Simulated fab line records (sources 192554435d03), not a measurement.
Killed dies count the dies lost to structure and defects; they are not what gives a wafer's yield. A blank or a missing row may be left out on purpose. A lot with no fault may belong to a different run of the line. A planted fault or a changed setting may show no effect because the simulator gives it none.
fab line records + flow n5-finfet + part 2 of 2: steps 9 to 9 of 9
[record]
- lots = 7
- wafers = 19
- last-day = 18
route steps=1938 shown BEOL_M4@1111 BEOL_M8@1332 BEOL_M15@1830 PASSIVATION@1936
lots with no fault: from the same line, run without faults
start-h: the number of hours between the record's first day and the start of the first shown wafer of the lot + wait-h: hours from the lot's prior step to this one + " same as the row above + L1.1+2: a row that stands for several wafers + - no value present, or no start provided + * or withheld: withheld + < > ~ a bound
route shown NAME@n: NAME is a module with steps in the file, n the number in the route of the first one + usual: mean and standard deviation over wafers with no fault + same: alike in all rows + chamber/n: place in a boat + sites: per-site readings + _std_site: standard deviation of those values + _edge_site: inner sites' mean taken away from outer sites' mean + radius-mm: for every site, how far away it sits from the centre of the wafer + mask NAME#n: copy n + behind: the last tool/chamber to shape the wafer + hold: the reason the lot was held/the length of the hold in hours/how it ended + device: the transistor (n, p or np) that didn't switch + end of line: tests run on the same wafers once the route is complete + where a step has no rows: the recipe by itself + killed: count of dies lost to structure and defects at first sort (not the wafer's yield) + map: shows each die of a wafer: x if killed, . if not, _ if none is there
set.NAME: the setting the step ran with; set.NAME@STEP: the setting that earlier step ran with + model.NAME: the simulator's own value behind a step, which no gauge read
the route's steps for a sample of lots (tables are steps, rows are wafers)
services: from which hour (start-h, from the record's first day; less than 0 if before it) a tool's chamber was out of use, for how many hours, and why
[[steps]]
[step N5_PASSIVATION_PROBE_49]
[usual]
- defect-limited-yield = 91.1/1.3
- killed_at_M0_to_M3 = 32/9.7
- killed_at_M4_up = 16/6
- killed-at-contacts = 12/5.9
- killed-at-front-end = 41/11
- killed-at-other = 4/3.1
- killed-dies = 104/16
- killed-on-rim = 14/4
- killed-open = 68/12
- killed-short = 34/7.4
- sort_bin_5_function = 5.1/0.85
- sort_bin_6_memory = 3.3/0.66
- sort-n-pass = 1075/16
- sort-yield-pct = 91.1/1.4
[same]
- gross-dies = 1180
- killed-at-back-side = 0
- sort_bin_4_leakage[%] = 0
- sort_bin_8_speed[%] = 0
| lot.wafer | tool      | chamber | start-h | wait-h | defect-limited-yield[%] | killed_at_M0_to_M3 | killed_at_M4_up | killed-at-contacts | killed-at-front-end | killed-at-other | killed-dies | killed-on-rim | killed-open | killed-short | sort_bin_5_function[%] | sort_bin_6_memory[%] | sort-n-pass | sort-yield-pct[%] |
|-----------|-----------|---------|---------|--------|-------------------------|--------------------|-----------------|--------------------|---------------------|-----------------|-------------|---------------|-------------|--------------|------------------------|----------------------|-------------|-------------------|
| L262.2    | prober-01 | -       | 309.99  | 0.1    | 92.1                    | 33                 | 9               | 10                 | 40                  | 1               | 93          | 12            | 68          | 23           | 4.4                    | 3.2                  | 1087        | 92.1              |
| L262.3    | prober-01 | -       | 310.04  | 0.1    | 89.2                    | 36                 | 15              | 5                  | 59                  | 12              | 127         | 20            | 82          | 37           | 5.9                    | 4.5                  | 1053        | 89.2              |
| L268.3    | prober-01 | -       | 332.30  | 0.1    | 92.6                    | 19                 | 18              | 18                 | 27                  | 5               | 87          | 11            | 57          | 28           | 5.0                    | 2.2                  | 1093        | 92.6              |
| L268.4    | prober-01 | -       | 332.35  | 0.2    | 91.1                    | 21                 | 20              | 11                 | 53                  | 0               | 105         | 16            | 58          | 46           | 5.8                    | 2.7                  | 1075        | 91.1              |
| L268.6    | prober-01 | -       | 332.45  | 0.3    | 90.4                    | 29                 | 20              | 15                 | 47                  | 2               | 113         | 16            | 67          | 39           | 5.3                    | 3.4                  | 1067        | 90.4              |
| L264.1    | prober-02 | -       | 341.58  | 0.0    | 90.0                    | 45                 | 18              | 8                  | 46                  | 1               | 118         | 16            | 65          | 45           | 5.7                    | 3.3                  | 1062        | 90.0              |
| L264.4    | prober-02 | -       | 341.73  | 0.2    | 90.1                    | 39                 | 17              | 8                  | 44                  | 9               | 117         | 14            | 76          | 41           | 6.0                    | 3.7                  | 1063        | 90.1              |
| L264.5    | prober-02 | -       | 341.78  | 0.2    | 92.1                    | 31                 | 12              | 3                  | 42                  | 5               | 93          | 13            | 58          | 35           | 4.2                    | 3.6                  | 1087        | 92.1              |
| L279.1    | prober-01 | -       | 425.29  | 0.0    | 85.8                    | 25                 | 64              | 19                 | 56                  | 3               | 167         | 49            | 80          | 28           | 5.4                    | 3.6                  | 1013        | 85.8              |
| L279.5    | prober-01 | -       | 425.49  | 0.2    | 85.7                    | 42                 | 71              | 4                  | 49                  | 3               | 169         | 42            | 65          | 41           | 4.7                    | 3.6                  | 1011        | 85.7              |
| L279.6    | prober-01 | -       | 425.54  | 0.3    | 72.6                    | 41                 | 221             | 9                  | 49                  | 3               | 323         | 80            | 66          | 41           | 4.8                    | 3.9                  | 857         | 72.6              |
| L280.2    | prober-02 | -       | 425.68  | 0.1    | 71.2                    | 23                 | 251             | 17                 | 45                  | 4               | 340         | 103           | 64          | 32           | 4.8                    | 3.0                  | 840         | 71.2              |
| L280.3    | prober-02 | -       | 425.73  | 0.1    | 88.4                    | 40                 | 39              | 12                 | 41                  | 5               | 137         | 30            | 81          | 31           | 5.7                    | 3.9                  | 1043        | 88.4              |
| L280.5    | prober-02 | -       | 425.83  | 0.2    | 74.5                    | 33                 | 211             | 17                 | 36                  | 4               | 301         | 90            | 66          | 30           | 4.4                    | 3.3                  | 879         | 74.5              |
| L282.4    | prober-01 | -       | 430.62  | 0.2    | 91.5                    | 35                 | 13              | 8                  | 32                  | 12              | 100         | 19            | 60          | 34           | 4.9                    | 2.9                  | 1080        | 91.5              |
| L282.5    | prober-01 | -       | 430.67  | 0.2    | 89.9                    | 36                 | 20              | 7                  | 49                  | 7               | 119         | 21            | 68          | 43           | 4.9                    | 3.8                  | 1061        | 89.9              |
| L282.6    | prober-01 | -       | 430.72  | 0.3    | 90.7                    | 30                 | 25              | 10                 | 35                  | 10              | 110         | 19            | 77          | 32           | 5.3                    | 3.8                  | 1070        | 90.7              |
| L283.2    | prober-02 | -       | 442.78  | 0.6    | 89.1                    | 38                 | 13              | 13                 | 60                  | 5               | 129         | 15            | 87          | 34           | 6.8                    | 3.1                  | 1051        | 89.1              |
| L283.4    | prober-02 | -       | 442.88  | 0.7    | 91.1                    | 40                 | 9               | 8                  | 48                  | 0               | 105         | 16            | 60          | 43           | 5.1                    | 3.5                  | 1075        | 91.1              |
// killed by level:class
L262.2 BEOL_M3:geometric-particle:open=13 FIN_SAQP:geometric-particle:open=12 STI_FIN_REVEAL:geometric-particle:open=10 BEOL_M0:geometric-particle:open=7 MOL_CONTACT_COAG:geometric-particle:short=6 FIN_SAQP:geometric-particle:short=4 STARTING-WAFER:geometric-particle:open=4 MOL_CONTACT_COAG:geometric-particle:open=4
L262.3 FIN_SAQP:geometric-particle:open=17 DUMMY_GATE:geometric-particle:open=11 BEOL_M1:geometric-particle:open=10 FIN_SAQP:geometric-particle:short=9 STI_FIN_REVEAL:geometric-particle:open=7 PASSIVATION:area-etch=7 BEOL_M3:geometric-particle:open=6 BEOL_M4:geometric-particle:open=5
L268.3 MOL_CONTACT_COAG:geometric-particle:open=15 FIN_SAQP:geometric-particle:short=11 BEOL_M4:geometric-particle:open=8 BEOL_M0_SAQP:geometric-particle:open=6 FIN_SAQP:geometric-particle:open=4 ILD0:geometric-particle:open=3 MOL_CONTACT_COAG:geometric-particle:short=3 BEOL_M0_SAQP:geometric-particle:short=3
L268.4 FIN_SAQP:geometric-particle:short=20 MOL_CONTACT_COAG:geometric-particle:open=10 BEOL_M4:geometric-particle:open=8 FIN_SAQP:geometric-particle:open=6 STARTING-WAFER:geometric-particle:short=5 BEOL_M2:geometric-particle:open=4 GATE_CUT:geometric-particle:short=4 BEOL_M0_SAQP:geometric-particle:open=4
L268.6 FIN_SAQP:geometric-particle:short=13 MOL_CONTACT_COAG:geometric-particle:open=13 FIN_SAQP:geometric-particle:open=9 BEOL_M0_SAQP:geometric-particle:short=9 DUMMY_GATE:geometric-particle:open=8 BEOL_M2:geometric-particle:open=6 BEOL_M0_SAQP:geometric-particle:open=5 BEOL_M4:geometric-particle:short=4
L264.1 BEOL_M2:geometric-particle:open=12 BEOL_M0_SAQP:geometric-particle:short=8 FIN_SAQP:geometric-particle:open=7 BEOL_M4:geometric-particle:open=7 HKMG_FIN:area-etch=7 FIN_SAQP:geometric-particle:short=6 DUMMY_GATE:geometric-particle:open=6 MOL_CONTACT_COAG:geometric-particle:open=6
L264.4 BEOL_M0_SAQP:geometric-particle:short=10 BEOL_M2:geometric-particle:open=10 STI_FIN_REVEAL:geometric-particle:open=9 BEOL_M0_SAQP:geometric-particle:open=9 FIN_SAQP:geometric-particle:open=8 BEOL_M4:geometric-particle:open=7 GATE_CUT:geometric-particle:short=6 FIN_SAQP:geometric-particle:short=5
L264.5 FIN_SAQP:geometric-particle:open=12 FIN_SAQP:geometric-particle:short=11 BEOL_M1:geometric-particle:open=8 BEOL_M0_SAQP:geometric-particle:short=7 BEOL_M2:geometric-particle:open=6 BEOL_M5:geometric-particle:open=5 STARTING-WAFER:geometric-particle:short=5 BEOL_M0_SAQP:geometric-particle:open=4
L279.1 BEOL_M8:area-expose=58 MOL_CONTACT_COAG:geometric-particle:open=16 FIN_SAQP:geometric-particle:open=10 BEOL_M0_SAQP:geometric-particle:open=9 STI_FIN_REVEAL:geometric-particle:open=8 DUMMY_GATE:geometric-particle:open=7 BEOL_M3:geometric-particle:open=6 FIN_SAQP:geometric-particle:short=5
L279.5 BEOL_M8:area-expose=57 BEOL_M0_SAQP:geometric-particle:short=13 FIN_SAQP:geometric-particle:open=11 BEOL_M3:geometric-particle:open=8 BEOL_M0_SAQP:geometric-particle:open=7 BEOL_M2:geometric-particle:open=6 BEOL_M4:geometric-particle:open=6 STI_FIN_REVEAL:geometric-particle:open=5
L279.6 BEOL_M8:area-expose=214 BEOL_M0_SAQP:geometric-particle:short=11 FIN_SAQP:geometric-particle:open=9 FIN_SAQP:geometric-particle:short=9 BEOL_M0_SAQP:geometric-particle:open=9 STI_FIN_REVEAL:geometric-particle:open=8 BEOL_M2:geometric-particle:open=7 BEOL_M3:geometric-particle:open=7
L280.2 BEOL_M8:area-expose=244 MOL_CONTACT_COAG:geometric-particle:open=14 FIN_SAQP:geometric-particle:open=8 DUMMY_GATE:geometric-particle:open=7 GATE_CUT:geometric-particle:open=5 BEOL_M2:geometric-particle:open=5 BEOL_M3:geometric-particle:open=5 FIN_SAQP:geometric-particle:short=4
L280.3 BEOL_M8:area-expose=20 FIN_SAQP:geometric-particle:open=13 BEOL_M0_SAQP:geometric-particle:open=11 MOL_CONTACT_COAG:geometric-particle:open=10 BEOL_M3:geometric-particle:open=9 BEOL_M0_SAQP:geometric-particle:short=8 BEOL_M4:geometric-particle:open=6 STI_FIN_REVEAL:geometric-particle:open=5
L280.5 BEOL_M8:area-expose=204 MOL_CONTACT_COAG:geometric-particle:open=12 BEOL_M3:geometric-particle:open=11 DUMMY_GATE:geometric-particle:open=9 BEOL_M0_SAQP:geometric-particle:open=6 GATE_CUT:geometric-particle:open=5 MOL_CONTACT_COAG:geometric-particle:short=5 BEOL_M0_SAQP:geometric-particle:short=4
L282.4 BEOL_M3:geometric-particle:open=11 FIN_SAQP:geometric-particle:open=8 MOL_CONTACT_COAG:geometric-particle:open=7 BEOL_M0_SAQP:geometric-particle:short=6 BEOL_M4:geometric-particle:open=6 HKMG_FIN:area-etch=6 FIN_SAQP:geometric-particle:short=4 BEOL_M0_SAQP:geometric-particle:open=4
L282.5 FIN_SAQP:geometric-particle:short=10 BEOL_M3:geometric-particle:open=9 STI_FIN_REVEAL:geometric-particle:open=8 BEOL_M4:geometric-particle:open=8 HKMG_FIN:area-etch=8 BEOL_M2:geometric-particle:short=6 BEOL_M0_SAQP:geometric-particle:short=5 DUMMY_GATE:geometric-particle:open=5
L282.6 FIN_SAQP:geometric-particle:short=13 BEOL_M4:geometric-particle:open=12 MOL_CONTACT_COAG:geometric-particle:open=10 BEOL_M3:geometric-particle:open=9 BEOL_M2:geometric-particle:open=7 BEOL_M0_SAQP:geometric-particle:short=6 FIN_SAQP:geometric-particle:open=5 STARTING-WAFER:geometric-particle:open=5
L283.2 FIN_SAQP:geometric-particle:open=18 FIN_SAQP:geometric-particle:short=14 MOL_CONTACT_COAG:geometric-particle:open=11 STI_FIN_REVEAL:geometric-particle:open=8 BEOL_M0_SAQP:geometric-particle:open=8 HKMG_FIN:area-etch=8 BEOL_M1:geometric-particle:open=7 BEOL_M3:geometric-particle:open=7
L283.4 STI_FIN_REVEAL:geometric-particle:open=12 BEOL_M0_SAQP:geometric-particle:short=12 FIN_SAQP:geometric-particle:short=9 FIN_SAQP:geometric-particle:open=9 BEOL_M1:geometric-particle:open=8 DUMMY_GATE:geometric-particle:open=6 MOL_CONTACT_COAG:geometric-particle:open=6 BEOL_M2:geometric-particle:open=5
[[services]]
| tool            | chamber | start-h | hours | kind   |
|-----------------|---------|---------|-------|--------|
| rie-diel-05     | -       | 205.16  | 0.7   | repair |
| pecvd-04        | 1       | 210.67  | 3.4   | repair |
| arfi-scanner-01 | -       | 218.07  | 3.9   | pm     |
| rie-diel-05     | -       | 218.37  | 0.1   | repair |
| arfi-scanner-03 | -       | 228.16  | 0.4   | repair |
| rie-diel-05     | 3       | 242.46  | 40.9  | repair |
| pecvd-03        | 0       | 243.03  | 4.9   | repair |
| pecvd-01        | 2       | 245.23  | 12.9  | repair |
| arfi-scanner-01 | -       | 248.94  | 1.3   | pm     |
| rie-diel-04     | 1       | 252.29  | 3.0   | repair |
| arfi-scanner-01 | -       | 252.38  | 1.0   | pm     |
| arfi-scanner-01 | -       | 253.38  | 1.0   | pm     |
| arfi-scanner-03 | -       | 272.84  | 1.0   | pm     |
| rie-diel-06     | 2       | 275.94  | 2.5   | repair |
| arfi-scanner-03 | -       | 279.38  | 1.1   | repair |
| arfi-scanner-03 | -       | 281.56  | 1.3   | pm     |
| arfi-scanner-01 | -       | 283.30  | 0.7   | repair |
| pecvd-01        | 1       | 303.86  | 4.9   | repair |
| arfi-scanner-01 | -       | 308.66  | 4.9   | pm     |
| arfi-scanner-03 | -       | 312.13  | 2.0   | repair |
| arfi-scanner-03 | -       | 317.63  | 0.8   | pm     |
| arfi-scanner-01 | -       | 326.33  | 0.8   | pm     |
| arfi-scanner-01 | -       | 330.38  | 4.8   | pm     |
| arfi-scanner-01 | -       | 349.54  | 3.1   | pm     |
[[key]]
[first-sign]
- step = N5_BEOL_M8_EXPOSE_08
- reading = exposure-dose-mJ-cm2
- direction = up
- sigmas = 99+
- usual = 68.22
- struck = 75.67
[effect]
- step = N5_BEOL_M8_CD_MEAS_11
- reading = cd-nm
- direction = up
- sigmas = 7.4
- usual = 38.5
- struck = 43.5
- through = control-loop
[effect]
- step = N5_BEOL_M8_CD_MEAS_18
- reading = cd-nm
- direction = up
- sigmas = 6.7
- usual = 40.2
- struck = 45.2
- through = control-loop
[effect]
- step = N5_BEOL_M15_RC_MEAS_101
- reading = SERP_M8
- direction = down
- sigmas = 4
- usual = 13.5
- struck = 10.9
[effect]
- step = N5_PASSIVATION_PROBE_49
- reading = killed_at_M4_up
- direction = up
- sigmas = 21
- usual = 16
- struck = 143
[more-kills-born-at]
- N5_BEOL_M8_EXPOSE_08@arfi-scanner-03 = 797
met-at N5_BEOL_M8_EXPOSE_08
struck-lots L279,L280
[loop-trim]
- step = N5_BEOL_M8_EXPOSE_08
- setting = dose
- lots = L280
not-acting-at N5_BEOL_M8_ILD_DEP_00,N5_BEOL_M8_INSPECT_13,N5_BEOL_M8_DESCUM_16
onset-between 268.61 345.07
[fault]
- kind = process-parameter-drift
- tool = arfi-scanner-03
- chamber = -
- onset-h = 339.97
- steps = N5_BEOL_M8_EXPOSE_08
- channel = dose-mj
- offset = 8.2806
- shape = step
- acts-in = these-recipes-only
- stated = 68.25
// loop-trim: a control loop set the setting to another value than it would have without faults
